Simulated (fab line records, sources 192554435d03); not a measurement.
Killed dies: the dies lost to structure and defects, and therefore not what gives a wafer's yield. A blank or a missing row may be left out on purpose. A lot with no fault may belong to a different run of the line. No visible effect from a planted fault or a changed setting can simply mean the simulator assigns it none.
fab line records | flow n5_finfet
[record] lots = 12 | wafers = 33 | last_day = 18
route steps=1938 shown BEOL_M11@1575
lots untouched by any fault: they come from a run of this same line in which no faults occurred
start_h: start of the lot's first displayed wafer, in hours after the record's first day | wait_h: how many hours have passed since the lot's step before this one | " as in the row above | L1.1+2: several wafers, shown together as one row | - no value, or no start was given | * or withheld: withheld | < > ~ a bound
route shown NAME@n: a module of which the file shows steps, and the number in the route of the first | usual: average and standard deviation across the fault-free wafers | same: alike in all rows | chamber/n: place in a boat | sites: per-site readings | _std_site: standard deviation across them | _edge_site: inner sites' mean taken away from outer sites' mean | radius_mm: how far each site lies from the wafer's centre | mask NAME#n: copy n | behind: tool/chamber where the wafer was last shaped | hold: cause of the lot's hold/its duration in hours/its outcome | device: names the non-switching transistor (n, p or np) | end of line: at the end of the route, the tests of the same wafers | step lacking rows: just its recipe | killed: at the first sort, the dies lost to defects and structure; wafer yield is something else | map: a wafer's dies, x killed, . not, _ none there
set.NAME: the run value of the setting; set.NAME@STEP: its run value at that earlier step | model.NAME: the simulator's own value behind a step, which no gauge read
the route's steps for a sample of lots (tables are steps, rows are wafers)
services: from which hour (start_h, from the record's first day; less than 0 if before it) a tool's chamber was out of use, for how many hours, and why
[[steps]]
[step N5_BEOL_M11_VIA_ETCH_34]
[recipe] chemistry = C4F6/O2 | target = SiCOH_lowk | target_depth_a = 1845 | mask_material = SOC | taper_deg = 4 | time_s = 69.2 | ion_energy_ev = 250 | pressure_mtorr = 30 | source_w = 345 | bias_w = 185 | Ar_flow_sccm = 300 | C4F6_flow_sccm = 10 | O2_flow_sccm = 10
[usual] drypump_motor_current_A = 5.7/0.34 | oes_ar_750_au = 0.82/0.09 | oes_product_au = 0.82/0.099 | rf_vpp_V = 662/14 | showerhead_plenum_p_Torr = 2.86/0.084 | throttle_valve_pct = 20.78/0.23
lot.wafer | tool        | chamber | start_h | wait_h | drypump_motor_current_A | oes_ar_750_au | oes_product_au | rf_hours_counter_h | rf_vpp_V | showerhead_plenum_p_Torr | throttle_valve_pct
L202.2    | rie_diel-04 | 0       | 239.47  | 0.0    | 5.6                     | 0.97          | 0.99           | 3                  | 645      | 2.93                     | 20.75
L202.4    | "           | 1       | "       | "      | 6.3                     | 0.68          | 0.68           | 244                | 686      | 2.91                     | 21.09
L202.6    | "           | 0       | "       | "      | 5.6                     | 0.98          | 0.99           | -                  | 645      | 2.93                     | 20.75
L206.3    | rie_diel-05 | 0       | 275.81  | 0.0    | 5.4                     | 0.87          | 0.86           | 52                 | 659      | 3.04                     | 21.01
L206.4    | "           | 3       | "       | "      | 5.6                     | 0.66          | 0.65           | 239                | 660      | 2.83                     | 21.14
L206.5    | "           | 0       | "       | "      | 5.4                     | 0.87          | 0.86           | -                  | 659      | 3.04                     | 20.99
L205.2    | rie_diel-05 | 2       | 277.20  | 0.0    | 5.9                     | 0.69          | 0.70           | 242                | 648      | 2.81                     | 20.97
L205.6    | "           | 1       | "       | "      | 5.2                     | 0.74          | 0.73           | -                  | 653      | 2.84                     | 20.68
L207.2    | rie_diel-04 | 3       | 283.64  | 0.0    | 5.9                     | 0.88          | 0.88           | 28                 | 669      | 2.91                     | 20.81
L207.5    | "           | 3       | "       | "      | 5.9                     | 0.87          | 0.88           | -                  | 667      | 2.91                     | 20.82
L207.6    | "           | 0       | "       | "      | 5.6                     | 0.91          | 0.92           | -                  | 643      | 2.92                     | 20.75
L208.2    | rie_diel-04 | 0       | 287.60  | 0.0    | 5.6                     | 0.91          | 0.92           | 21                 | 645      | 2.92                     | 20.77
L208.4    | "           | 0       | "       | "      | 5.6                     | 0.92          | 0.92           | -                  | 643      | 2.92                     | 20.77
L208.5    | "           | 2       | "       | "      | 6.2                     | 0.83          | 0.83           | -                  | 671      | 2.75                     | 20.28
L212.1    | rie_diel-04 | 1       | 298.86  | 0.0    | 6.3                     | 0.97          | 1.02           | 3                  | 687      | 2.91                     | 20.74
L212.2    | "           | 3       | "       | "      | 5.9                     | 0.87          | 0.88           | 31                 | 670      | 2.91                     | 20.82
L212.6    | "           | 2       | "       | "      | 6.2                     | 0.82          | 0.83           | -                  | 670      | 2.75                     | 20.28
L210.1    | rie_diel-04 | 3       | 301.79  | 0.0    | 5.9                     | 0.87          | 0.87           | 32                 | 668      | 2.91                     | 20.81
L210.3    | "           | 2       | "       | "      | 6.2                     | 0.82          | 0.83           | 69                 | 670      | 2.75                     | 20.28
L210.4    | "           | 1       | "       | "      | 6.2                     | 0.97          | 0.99           | 4                  | 687      | 2.91                     | 20.72
L213.4    | rie_diel-04 | 1       | 310.81  | 0.0    | 6.3                     | 0.95          | 0.98           | 8                  | 686      | 2.90                     | 20.76
L213.5    | "           | 3       | "       | "      | 5.9                     | 0.87          | 0.87           | -                  | 669      | 2.91                     | 20.85
L211.4    | rie_diel-05 | 1       | 313.04  | 0.0    | 5.2                     | 0.74          | 0.71           | 181                | 654      | 2.84                     | 20.69
L211.6    | "           | 0       | "       | "      | 5.4                     | 0.86          | 0.85           | -                  | 659      | 3.03                     | 21.01
L215.2    | rie_diel-04 | 3       | 318.04  | 0.0    | 5.9                     | 0.86          | 0.86           | 38                 | 669      | 2.91                     | 20.83
L215.4    | "           | 2       | "       | "      | 6.2                     | 0.81          | 0.82           | 74                 | 671      | 2.75                     | 20.29
L215.5    | "           | 0       | "       | "      | 5.6                     | 0.89          | 0.89           | -                  | 644      | 2.92                     | 20.78
L222.2    | rie_diel-04 | 1       | 380.61  | 0.0    | 6.3                     | 0.90          | 0.92           | 29                 | 687      | 2.89                     | 20.77
L222.3    | "           | 3       | "       | "      | 5.9                     | 0.84          | 0.84           | 57                 | 668      | 2.90                     | 20.87
L222.4    | "           | 2       | "       | "      | 6.2                     | 0.79          | 0.80           | 93                 | 670      | 2.74                     | 20.32
L223.1    | rie_diel-01 | 2       | 380.93  | 0.0    | 5.4                     | 0.89          | 0.89           | 30                 | 677      | 2.80                     | 21.11
L223.2    | "           | 3       | "       | "      | 5.7                     | 0.69          | 0.68           | 206                | 676      | 2.68                     | 20.70
L223.4    | "           | 0       | "       | "      | 5.3                     | 0.77          | 0.76           | 129                | 643      | 2.86                     | 20.99
[step N5_BEOL_M11_OCD_MEAS_38]
[usual] trench_depth_nm = 148/3.3
lot.wafer | tool   | chamber | start_h | wait_h | trench_depth_nm
L202.2    | ocd-02 | -       | 239.76  | -      | 147
L202.4    | "      | -       | "       | "      | 148
L202.6    | "      | -       | "       | "      | 149
L206.3    | ocd-02 | -       | 276.10  | -      | 147
L206.4    | "      | -       | "       | "      | 142
L206.5    | "      | -       | "       | "      | 148
L205.2    | ocd-02 | -       | 277.49  | -      | 147
L205.6    | "      | -       | "       | "      | 148
L207.2    | ocd-02 | -       | 283.93  | -      | 149
L207.5    | "      | -       | "       | "      | 146
L207.6    | "      | -       | "       | "      | 150
L208.2    | ocd-02 | -       | 288.01  | -      | 148
L208.4    | "      | -       | "       | "      | 149
L208.5    | "      | -       | "       | "      | 150
L212.1    | ocd-02 | -       | 299.15  | -      | 155
L212.2    | "      | -       | "       | "      | 146
L212.6    | "      | -       | "       | "      | 154
L210.1    | ocd-02 | -       | 302.07  | -      | 145
L210.3    | "      | -       | "       | "      | 153
L210.4    | "      | -       | "       | "      | 155
L213.4    | ocd-01 | -       | 311.10  | -      | 153
L213.5    | "      | -       | "       | "      | 147
L211.4    | ocd-01 | -       | 313.34  | -      | 148
L211.6    | "      | -       | "       | "      | 151
L215.2    | ocd-01 | -       | 318.32  | -      | 148
L215.4    | "      | -       | "       | "      | 153
L215.5    | "      | -       | "       | "      | 151
L222.2    | ocd-02 | -       | 380.89  | -      | 154
L222.3    | "      | -       | "       | "      | 147
L222.4    | "      | -       | "       | "      | 152
L223.1    | ocd-01 | -       | 381.22  | -      | 147
L223.2    | "      | -       | "       | "      | 143
L223.4    | "      | -       | "       | "      | 147
[step N5_BEOL_M11_ALD_74]
[recipe] material = TaN | target_thk_a = 20 | temp_c = 275 | ald_precursor_family = PDMAT | ald_co_reactant = NH3 | pressure_torr = 3 | carrier_flow_sccm = 1500 | pulse_time_s = 2 | purge_time_s = 3 | co_reactant_purge_time_s = 2 | co_reactant_pulse_time_s = 3 | ald_cycles = 40 | precursor_vessel_temp_c = 75 | precursor_vessel_pressure_torr = 26.25 | precursor_vessel_carrier_sccm = 1000
[usual] ald_cycles = 40/0 | heater_power_w = 437/49 | susceptor_temp_C = 274.98/0.18
[same] co_reactant_purge_time_s = 2 | pulse_time_s = 2
lot.wafer | tool         | chamber | start_h | wait_h | ald_cycles | heater_power_w | since_wet_clean_h | susceptor_temp_C
L202.2    | ald_metal-02 | 0       | 240.60  | 0.0    | 40         | 393            | 6057              | 275.16
L202.4    | "            | 3       | "       | "      | 40         | 423            | 6057              | 274.96
L202.6    | "            | 0       | "       | "      | 40         | 394            | -                 | 275.19
L206.3    | ald_metal-02 | 3       | 277.83  | 0.0    | 40         | 411            | 6095              | 275.13
L206.4    | "            | 0       | "       | "      | 40         | 394            | 6095              | 275.00
L206.5    | "            | 1       | "       | "      | 40         | 450            | -                 | 274.74
L205.2    | ald_metal-02 | 1       | 278.27  | 0.0    | 40         | 463            | 6095              | 274.64
L205.6    | "            | 1       | "       | "      | 40         | 462            | -                 | 274.74
L207.2    | ald_metal-02 | 1       | 284.60  | 0.0    | 40         | 459            | 6101              | 275.10
L207.5    | "            | 3       | "       | "      | 40         | 415            | -                 | 275.06
L207.6    | "            | 2       | "       | "      | 40         | 409            | -                 | 274.83
L208.2    | ald_metal-02 | 2       | 289.31  | 0.3    | 40         | 422            | 6106              | 274.88
L208.4    | "            | 1       | "       | "      | 40         | 459            | 6106              | 275.20
L208.5    | "            | 3       | "       | "      | 40         | 418            | -                 | 275.03
L212.1    | ald_metal-01 | 2       | 300.42  | 0.1    | 40         | 416            | 1502              | 275.02
L212.2    | "            | 1       | "       | "      | 40         | 528            | 1502              | 275.01
L212.6    | "            | 0       | "       | "      | 40         | 512            | -                 | 274.92
L210.1    | ald_metal-02 | 3       | 303.02  | 0.1    | 40         | 427            | 6120              | 274.87
L210.3    | "            | 1       | "       | "      | 40         | 450            | 6120              | 275.00
L210.4    | "            | 2       | "       | "      | 57         | 408            | 6120              | 275.02
L213.4    | ald_metal-02 | 2       | 313.08  | 0.0    | 57         | 418            | 6130              | 274.99
L213.5    | "            | 2       | "       | "      | 57         | 412            | -                 | 275.13
L211.4    | ald_metal-02 | 3       | 314.37  | 0.1    | 57         | 417            | 6131              | 274.98
L211.6    | "            | 3       | "       | "      | 40         | 428            | -                 | 274.87
L215.2    | ald_metal-03 | 0       | 319.22  | 0.0    | 40         | 363            | 4598              | 274.82
L215.4    | "            | 1       | "       | "      | 40         | 504            | 4598              | 275.00
L215.5    | "            | 2       | "       | "      | 40         | 379            | -                 | 274.89
L222.2    | ald_metal-02 | 3       | 382.17  | 0.0    | 40         | 391            | 31                | 275.05
L222.3    | "            | 2       | "       | "      | 40         | 380            | 31                | 275.25
L222.4    | "            | 0       | "       | "      | 40         | 379            | 31                | 275.05
L223.1    | ald_metal-01 | 2       | 382.54  | 0.0    | 40         | 412            | 1584              | 274.95
L223.2    | "            | 3       | "       | "      | 40         | 406            | 1584              | 274.99
L223.4    | "            | 1       | "       | "      | 40         | 514            | 1584              | 275.11
[step N5_BEOL_M11_DEP_56]
[recipe] material = SiCN | target_thk_a = 300 | temp_c = withheld | precursor = 3MS/NH3 | pressure_torr = 3 | rf_w = 675 | time_s = 10.5
[usual] showerhead_plenum_p_Torr = 4.159/0.018 | throttle_valve_pct = 17.8/0.72
lot.wafer | tool     | chamber | start_h | wait_h | showerhead_plenum_p_Torr | since_wet_clean_h | throttle_valve_pct
L202.2    | pecvd-04 | 1       | 243.25  | 0.0    | 4.166                    | 1853              | 18.3
L202.4    | "        | 0       | "       | "      | 4.153                    | -                 | 18.2
L202.6    | "        | 1       | "       | "      | 4.165                    | -                 | 18.5
L206.3    | pecvd-02 | 0       | 279.23  | 0.0    | 4.167                    | 983               | 17.6
L206.4    | "        | 0       | "       | "      | 4.161                    | -                 | 17.8
L206.5    | "        | 1       | "       | "      | 4.170                    | -                 | 18.4
L205.2    | pecvd-02 | 1       | 279.61  | 0.0    | 4.166                    | 1708              | 18.5
L205.6    | "        | 2       | "       | "      | 4.157                    | -                 | 16.5
L207.2    | pecvd-01 | 1       | 286.15  | 0.0    | 4.173                    | 1534              | 18.8
L207.5    | "        | 2       | "       | "      | 4.112                    | -                 | 16.4
L207.6    | "        | 0       | "       | "      | 4.200                    | -                 | 17.3
L208.2    | pecvd-02 | 1       | 292.75  | 0.0    | 4.154                    | 1722              | 18.3
L208.4    | "        | 2       | "       | "      | 4.169                    | -                 | 16.4
L208.5    | "        | 1       | "       | "      | 4.166                    | -                 | 18.5
L212.1    | pecvd-02 | 1       | 303.28  | 0.0    | 4.167                    | 1732              | 18.3
L212.2    | "        | 0       | "       | "      | 4.165                    | 1007              | 17.9
L212.6    | "        | 0       | "       | "      | 4.161                    | -                 | 17.9
L210.1    | pecvd-04 | 1       | 306.31  | 0.0    | 4.164                    | 1916              | 18.2
L210.3    | "        | 2       | "       | "      | 4.141                    | 429               | 17.7
L210.4    | "        | 2       | "       | "      | 4.144                    | -                 | 17.9
L213.4    | pecvd-04 | 0       | 314.77  | 0.0    | 4.146                    | -                 | 18.0
L213.5    | "        | 2       | "       | "      | 4.143                    | -                 | 17.8
L211.4    | pecvd-01 | 0       | 316.06  | 0.0    | 4.195                    | -                 | 17.2
L211.6    | "        | 2       | "       | "      | 4.124                    | -                 | 16.6
L215.2    | pecvd-04 | 0       | 320.95  | 0.0    | 4.142                    | 1206              | 18.0
L215.4    | "        | 0       | "       | "      | 4.149                    | -                 | 18.0
L215.5    | "        | 2       | "       | "      | 4.145                    | -                 | 17.9
L222.2    | pecvd-04 | 1       | 383.78  | 0.0    | 4.165                    | 1994              | 18.5
L222.3    | "        | 0       | "       | "      | 4.136                    | 1269              | 18.1
L222.4    | "        | 2       | "       | "      | 4.147                    | -                 | 17.8
L223.1    | pecvd-01 | 1       | 384.10  | 0.0    | 4.174                    | 1632              | 18.6
L223.2    | "        | 2       | "       | "      | 4.121                    | 153               | 16.8
L223.4    | "        | 0       | "       | "      | 4.191                    | -                 | 17.2
[[services]]
tool         | chamber | start_h | hours | kind
ald_metal-02 | 1       | 219.92  | 10.1  | repair
ald_metal-02 | -       | 224.23  | 4.3   | pm
rie_diel-01  | 3       | 226.04  | 5.8   | repair
rie_diel-01  | 2       | 236.17  | 32.3  | repair
rie_diel-01  | -       | 236.82  | 0.8   | repair
rie_diel-04  | 1       | 253.83  | 13.9  | repair
pecvd-01     | -       | 255.43  | 0.8   | repair
ald_metal-03 | 1       | 258.07  | 3.2   | repair
ald_metal-01 | -       | 269.73  | 8.7   | pm
ald_metal-03 | -       | 274.25  | 28.1  | pm
rie_diel-01  | 1       | 279.30  | 8.4   | repair
rie_diel-01  | 3       | 286.15  | 4.1   | repair
rie_diel-04  | 3       | 287.19  | 4.6   | repair
rie_diel-05  | -       | 295.90  | 14.6  | pm
pecvd-04     | -       | 307.35  | 2.8   | pm
ald_metal-03 | 0       | 310.59  | 2.4   | repair
ald_metal-01 | -       | 313.04  | 0.2   | repair
pecvd-01     | -       | 330.04  | 1.3   | repair
ald_metal-02 | -       | 337.43  | 14.0  | pm
ald_metal-02 | 0       | 337.43  | 14.0  | vent_cycle
ald_metal-01 | -       | 361.32  | 6.0   | pm
ald_metal-01 | -       | 376.04  | 1.2   | pm
ald_metal-03 | -       | 380.87  | 8.7   | pm
rie_diel-04  | -       | 382.56  | 2.8   | pm
[[key]]
[first_sign] step = N5_BEOL_M11_ALD_74 | reading = ald_cycles | direction = up | sigmas = 99+ | usual = * | struck = *
effect none on later readings
met_at N5_BEOL_M11_ALD_74
struck_lots L210,L211,L213
struck_wafers L210.4,L211.4,L213.4,L213.5
not_acting_at N5_BEOL_M11_VIA_ETCH_34,N5_BEOL_M11_OCD_MEAS_38,N5_BEOL_M11_DEP_56
onset_between 289.31 303.02
[fault] kind = process_parameter_drift | tool = ald_metal-02 | chamber = - | onset_h = 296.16 | steps = N5_BEOL_M11_ALD_74 | channel = ald_cycles | offset = * | shape = step | end_h = 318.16 | scope = struck_wafers_only | acts_in = * | stated = *
